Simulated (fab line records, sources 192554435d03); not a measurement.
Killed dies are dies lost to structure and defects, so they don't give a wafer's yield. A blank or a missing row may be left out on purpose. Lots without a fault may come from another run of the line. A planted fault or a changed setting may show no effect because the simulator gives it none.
Split-lot experiment | flow n5_finfet | 7 lots, 39 wafers read, on a route of 1938 steps

THE SPLIT
At N5_MOL_CONTACT_COAG_ETCHBACK_136 (etches SiO2 in CHF3, target depth 25 nm, time 16.7 s), the setting target_depth_a was moved away from the recipe's 250 angstrom on 18 of the 39 wafers read, by -13.2% to +14.2%. The other wafers ran this setting at the recipe's value.

FROM THE SPLIT TO THE READING: what the file shows between them, 1 step
- N5_MOL_CONTACT_COAG_STRIP_120: strips in CHF3

THE READING
MOL_CONTACT_COAG.feature_depth_nm (the simulator's own value, which no gauge read), in nm, at N5_MOL_CONTACT_COAG_VIA_ETCH_117 (etches SiO2 in C4F6/O2, target depth 40 nm, overetch 8 nm, time 26 s). The file gives no usual value for it. The 21 wafers here that ran the recipe average 40.1 nm, standard deviation 0.53 nm.

wafer  | tool, chamber at the split | target_depth_a as run, angstrom | against the recipe | MOL_CONTACT_COAG.feature_depth_nm, nm | against lot-mates on the recipe
L075.1 | rie_diel-03, 2             | 250                             | recipe             | 39.8                                  | -
L075.2 | rie_diel-03, 1             | 220.3                           | -11.9%             | 43.4                                  | +3.5
L075.3 | rie_diel-03, 2             | 250                             | recipe             | 40                                    | -
L075.4 | rie_diel-03, 1             | 220.3                           | -11.9%             | 43.4                                  | +3.5
L075.5 | rie_diel-03, 1             | 220.3                           | -11.9%             | 43.4                                  | +3.5
L075.6 | rie_diel-03, 2             | 250                             | recipe             | 40                                    | -
L074.1 | rie_diel-06, 2,3,2         | 281.1                           | +12.4%             | 37.2                                  | -3.7
L074.2 | rie_diel-06, 2,3,2         | 281.1                           | +12.4%             | 38                                    | -2.9
L074.3 | rie_diel-06, 1,1,3         | 250                             | recipe             | 41                                    | -
L074.4 | rie_diel-06, 2,3,2         | 281.1                           | +12.4%             | 37.2                                  | -3.7
L074.5 | rie_diel-06, 1,1,3         | 250                             | recipe             | 41                                    | -
L074.6 | rie_diel-06, 1,1,3         | 250                             | recipe             | 40.6                                  | -
L080.1 | rie_diel-05, 0,3,0         | 250                             | recipe             | 39.8                                  | -
L080.2 | rie_diel-05, 2,1,3         | 222.7                           | -10.9%             | 42.4                                  | +2.3
L080.3 | rie_diel-05, 0,3,0         | 250                             | recipe             | 41                                    | -
L080.4 | rie_diel-05, 2,1,3         | 222.7                           | -10.9%             | 43                                    | +2.9
L080.5 | rie_diel-05, 2,1,3         | 222.7                           | -10.9%             | 43.6                                  | +3.5
L080.6 | rie_diel-05, 0,3,0         | 250                             | recipe             | 39.6                                  | -
L087.1 | rie_diel-05, 0,3,2         | 284.4                           | +13.8%             | 36.2                                  | -3.9
L087.2 | rie_diel-05, 0,3,2         | 284.4                           | +13.8%             | 38                                    | -2.1
L087.3 | rie_diel-05, 0,3,2         | 284.4                           | +13.8%             | 36.4                                  | -3.7
L087.4 | rie_diel-05, 1,0,1         | 250                             | recipe             | 40.4                                  | -
L087.5 | rie_diel-05, 1,0,1         | 250                             | recipe             | 39.6                                  | -
L087.6 | rie_diel-05, 1,0,1         | 250                             | recipe             | 40.2                                  | -
L090.1 | rie_diel-05, 3,1,0         | 250                             | recipe             | 41.2                                  | -
L090.2 | rie_diel-05, 3,1,0         | 250                             | recipe             | 40.2                                  | -
L090.3 | rie_diel-05, 2,1,2         | 217.1                           | -13.2%             | 43.4                                  | +3.1
L090.4 | rie_diel-05, 3,1,0         | 250                             | recipe             | 39.6                                  | -
L090.5 | rie_diel-05, 2,1,2         | 217.1                           | -13.2%             | 43.4                                  | +3.1
L090.6 | rie_diel-05, 2,1,2         | 217.1                           | -13.2%             | 43.2                                  | +2.9
L093.2 | rie_diel-03, 2,0,1         | 250                             | recipe             | 39.8                                  | -
L093.3 | rie_diel-03, 2,0,1         | 250                             | recipe             | 40                                    | -
L093.4 | rie_diel-03, 2,0,1         | 250                             | recipe             | 39.6                                  | -
L096.1 | rie_diel-03, 3,1,2         | 250                             | recipe             | 40.4                                  | -
L096.2 | rie_diel-03, 2,1,0         | 285.4                           | +14.2%             | 36.2                                  | -3.7
L096.3 | rie_diel-03, 2,1,0         | 285.4                           | +14.2%             | 35.8                                  | -4.1
L096.4 | rie_diel-03, 2,1,0         | 285.4                           | +14.2%             | 36.2                                  | -3.7
L096.5 | rie_diel-03, 3,1,2         | 250                             | recipe             | 39.6                                  | -
L096.6 | rie_diel-03, 3,1,2         | 250                             | recipe             | 39.6                                  | -
Where a row lists several chambers, the file gives one row for several wafers and doesn't say which wafer went through which chamber.

THE FIT
A straight line over all 39 wafers: MOL_CONTACT_COAG.feature_depth_nm changes by -0.254 nm for each +1% of target_depth_a; r = -0.97; the points scatter about the line by 0.54 nm.
The same after taking each lot's own level away (the mean of its wafers on the recipe; 39 wafers): -0.258 nm for each +1%; r = -0.98; scatter 0.47 nm.
On that fit, the largest move of target_depth_a shifts the reading by 3.6 nm.
The lots' own levels span 39.80 to 40.87 nm, that is 2.0 times the standard deviation above.
So the lot-to-lot level changes the slope little: the two slopes agree.
Check: with one of the wafers moved furthest among these (+14.2%) left out of the fit, the line predicts -3.64 nm for it against its lot-mates. It came out at -3.67 nm against them.

OTHER SPLITS ON THESE WAFERS
These wafers also went through other splits before the reading. Each is held against what the fit with the lots' levels taken away leaves over:
other split on the same wafers       | wafers away from the commonest value | r with MOL_CONTACT_COAG.feature_depth_nm (lot level and that fit taken away)
N5_DUMMY_GATE_HM_DEP_06 target_thk_a | 30                                   | +0.10
N5_DUMMY_GATE_ETCH_37 source_w       | 12                                   | +0.12
N5_DUMMY_GATE_ETCH_42 bias_w         | 12                                   | +0.21
N5_SD_EPI_N_EPI_21 time_s            | 9                                    | +0.48

THE WHOLE CHAIN: every reading that the file lists as answering this split, in the file's order
step                             | what it does                                                         | reading                                                                            | change (the file's fit)               | r (the file's)
N5_MOL_CONTACT_COAG_VIA_ETCH_117 | etches SiO2 in C4F6/O2, target depth 40 nm, overetch 8 nm, time 26 s | etch.depth_nm (the simulator's own value, which no gauge read)                     | -0.257 nm for each +1% of the setting | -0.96
N5_MOL_CONTACT_COAG_VIA_ETCH_117 | etches SiO2 in C4F6/O2, target depth 40 nm, overetch 8 nm, time 26 s | MOL_CONTACT_COAG.feature_depth_nm (the simulator's own value, which no gauge read) | -0.258 nm for each +1% of the setting | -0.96

THE FILE'S OWN FIT
MOL_CONTACT_COAG.feature_depth_nm changes by -0.258 nm for each +1% of target_depth_a, r = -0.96.
